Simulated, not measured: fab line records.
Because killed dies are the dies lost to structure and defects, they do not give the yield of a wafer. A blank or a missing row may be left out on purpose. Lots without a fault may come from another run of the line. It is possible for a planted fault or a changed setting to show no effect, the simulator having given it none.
Split-lot study | flow n5-finfet | route with 1938 steps; 7 lots, 39 wafers read

THE SPLIT ITSELF
At N5_GATE_CUT_ETCH_56 (etches TiN in Cl2/Ar, target depth 21.6 nm), the setting target-depth-a was moved away from the recipe's 216 angstrom on 9 of the 39 wafers read, by -9.0% to +6.2%. All remaining wafers had this setting at the recipe value.

The reading comes from the split's own step.

THE READING
etch.depth-nm (the simulator's own value, which no gauge read), in nm, at N5_GATE_CUT_ETCH_56 (etches TiN in Cl2/Ar, target depth 21.6 nm). No usual value for it is given in the file. Average 21.70 nm, standard deviation 0.52 nm, over the 30 wafers here run with the recipe.

wafer  | tool, chamber at the split | target-depth-a as run, angstrom | against the recipe | etch.depth-nm, nm | against lot-mates on the recipe
L074.1 | rie-metal-03, 1            | 216                             | recipe             | 21.75             | -
L074.2 | rie-metal-03, 0            | 216                             | recipe             | 21.14             | -
L074.3 | rie-metal-03, 0            | 216                             | recipe             | 21.19             | -
L074.4 | rie-metal-03, 1            | 216                             | recipe             | 21.46             | -
L074.5 | rie-metal-03, 1            | 216                             | recipe             | 21.7              | -
L074.6 | rie-metal-03, 0            | 216                             | recipe             | 21.05             | -
L075.2 | rie-metal-01, 0            | 216                             | recipe             | 20.87             | -
L075.5 | rie-metal-01, 1            | 216                             | recipe             | 21.7              | -
L075.6 | rie-metal-01, 0            | 216                             | recipe             | 20.77             | -
L076.1 | rie-metal-01, 0            | 196.5                           | -9.0%              | 18.89             | -2.51
L076.2 | rie-metal-01, 1            | 196.5                           | -9.0%              | 19.92             | -1.48
L076.3 | rie-metal-01, 1            | 216                             | recipe             | 21.72             | -
L076.4 | rie-metal-01, 0            | 216                             | recipe             | 20.7              | -
L076.5 | rie-metal-01, 1            | 216                             | recipe             | 21.78             | -
L076.6 | rie-metal-01, 0            | 196.5                           | -9.0%              | 19.2              | -2.20
L079.1 | rie-metal-02, 0            | 216                             | recipe             | 22.45             | -
L079.2 | rie-metal-02, 0            | 216                             | recipe             | 22.46             | -
L079.3 | rie-metal-02, 0            | 229.5                           | +6.2%              | 23.87             | +1.43
L079.4 | rie-metal-02, 0            | 229.5                           | +6.2%              | 23.83             | +1.39
L079.5 | rie-metal-02, 0            | 216                             | recipe             | 22.41             | -
L079.6 | rie-metal-02, 0            | 229.5                           | +6.2%              | 23.77             | +1.33
L082.1 | rie-metal-03, 1            | 202.6                           | -6.2%              | 20.31             | -1.13
L082.2 | rie-metal-03, 0            | 216                             | recipe             | 21.23             | -
L082.3 | rie-metal-03, 0            | 202.6                           | -6.2%              | 19.95             | -1.49
L082.4 | rie-metal-03, 1            | 216                             | recipe             | 21.84             | -
L082.5 | rie-metal-03, 0            | 216                             | recipe             | 21.25             | -
L082.6 | rie-metal-03, 1            | 202.6                           | -6.2%              | 20.51             | -0.93
L083.1 | rie-metal-02, 0            | 216                             | recipe             | 22.12             | -
L083.2 | rie-metal-02, 1            | 216                             | recipe             | 22.33             | -
L083.3 | rie-metal-02, 1            | 216                             | recipe             | 22.4              | -
L083.4 | rie-metal-02, 0            | 216                             | recipe             | 22.08             | -
L083.5 | rie-metal-02, 0            | 216                             | recipe             | 22.1              | -
L083.6 | rie-metal-02, 1            | 216                             | recipe             | 22.35             | -
L087.1 | rie-metal-03, 0            | 216                             | recipe             | 21.34             | -
L087.2 | rie-metal-03, 1            | 216                             | recipe             | 21.97             | -
L087.3 | rie-metal-03, 1            | 216                             | recipe             | 21.89             | -
L087.4 | rie-metal-03, 0            | 216                             | recipe             | 21.27             | -
L087.5 | rie-metal-03, 1            | 216                             | recipe             | 22.07             | -
L087.6 | rie-metal-03, 0            | 216                             | recipe             | 21.55             | -

FIT RESULTS
A straight line over all 39 wafers: etch.depth-nm changes by +0.277 nm for each +1% of target-depth-a; r = +0.89; the points scatter about the line by 0.5 nm.
The same after taking each lot's own level away (the mean of its wafers on the recipe; 39 wafers): +0.218 nm for each +1%; r = +0.93; scatter 0.31 nm.
That fit puts the effect of the largest move of target-depth-a on the reading at 2 nm.
The lots' own levels span 21.113 to 22.440 nm, that is 2.6 times the standard deviation above.
Thus the slope moves with the lot-to-lot level: the two fits are different.
Check: -1.84 nm against its lot-mates is what the line predicts for one of the wafers moved furthest among these (-9.0%) when that wafer is left out of the fit. It came out at -2.51 nm against them.

OTHER SPLITS APPLIED TO THESE WAFERS
Other splits were also applied to these wafers ahead of the reading. Each is held against what the fit with the lots' levels taken away leaves over:
other split on the same wafers       | wafers away from the commonest value | r with etch.depth-nm (lot level and that fit taken away)
N5_FIN_SAQP_HM_DEP_72 target-thk-a   | 12                                   | +0.00
N5_DUMMY_GATE_ETCH_31 target-depth-a | 15                                   | +0.05
N5_SD_EPI_P_EPI_21 pressure-torr     | 30                                   | -0.05
N5_HKMG_FIN_ETCH_55 bias-w           | 12                                   | +0.15

FILE'S OWN FIT
etch.depth-nm changes by +0.218 nm for each +1% of target-depth-a, r = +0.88.
